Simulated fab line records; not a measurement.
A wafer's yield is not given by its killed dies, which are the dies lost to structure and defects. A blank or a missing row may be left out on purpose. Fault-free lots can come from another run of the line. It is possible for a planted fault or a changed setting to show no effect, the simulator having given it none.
Problem report in the 8D (eight disciplines) form, filled by code ; flow nand_harc ; the parts of the form that need people (team, actions taken, sign-off) are left out

## 1. WHAT IS WRONG
mfc_precursor_sccm at NHARC_A_STAIRCASE_DEP_325 reads a mean of 247.3 sccm on 2 wafers of 2 lots; wafers without a fault read 200.0 sccm with a standard deviation of 0.58. That puts it +82 standard deviations away from the usual mean.
The step: deposits SiO2, target thk 3800 nm.
First observed at day 16 18:56: wafer L843.1, on pecvd-01. At this step, 33 wafers from 11 lots have a number in the record. Rule for "out", or "out of limits": more than 4 standard deviations from the usual mean. All remaining wafers that have a number are taken as sound.

## 2. WHAT THIS IS AND IS NOT
question;is;is not
which readings at this step;mfc_precursor_sccm;heater_power_w
which lots;L843, L844;L831, L832, L833, L834, L836, L837, L848, L849, L853
which wafers of those lots;L843.1, L844.4;L843.2, L843.3, L844.5, L844.6
read on which tools;pecvd-01;pecvd-02, pecvd-04
when;from day 16 18:56;"up to then (20 sound wafers); but 11 sound wafers of L844, L848, L849, L853 came after"

## 3. THE SUSPECTS, EACH WITH WHAT RULES IT OUT
Counting: if a tool at a process step up to the reading ran every lot that is out, it stays a suspect. Sound lots after the first of them don't rule it out here, since some wafers of a struck lot are sound.
- pecvd-01 at NHARC_A_STAIRCASE_DEP_325 (deposits SiO2, target thk 3800 nm): kept. Every lot that is out went through it, the first being L843 (day 16 18:56); the last sound lot it ran before that was L837 (day 14 18:17). Its own mfc_precursor_sccm readings are out on those wafers.
- In pecvd-01 at NHARC_A_STAIRCASE_DEP_325, the wafers that are out were processed in chamber 2 and their sound lot-mates in chambers 0, 1.
After counting, what remains is pecvd-01 at NHARC_A_STAIRCASE_DEP_325.

## 4. THE CAUSE (what the simulator had put in)
pecvd-01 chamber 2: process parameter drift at NHARC_A_STAIRCASE_DEP_325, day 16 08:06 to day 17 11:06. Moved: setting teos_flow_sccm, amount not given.
Only this tool survived the counting.

## 5. SEQUENCE OF EFFECTS, ordered by route
Rows list readings where the struck wafers' mean (over those with a number) sits beyond 3 standard deviations from the usual. Only readings whose record carries a usual standard deviation are examined. hours: median over the lots of the time between each lot's start at the first step of this table that gives one and its start at this step. sigmas: the change, counted in usual standard deviations.
hours;step;reading;usual;on struck wafers;change;sigmas
0;NHARC_A_STAIRCASE_DEP_325;mfc_precursor_sccm;200.0 sccm;247.3;+47.3;+82
Its process steps:
- NHARC_A_STAIRCASE_DEP_325: deposits SiO2, target thk 3800 nm.
At these later measuring or inspecting steps, every struck wafer for which the step has a row has a number for every such reading, and none has moved that far: NHARC_END_SORT_01.

## 6. WHAT WOULD HAVE CAUGHT IT SOONER
11 hours passed between the start of the fault at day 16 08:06 and the first reading out of limits in this record, taken at day 16 18:56.
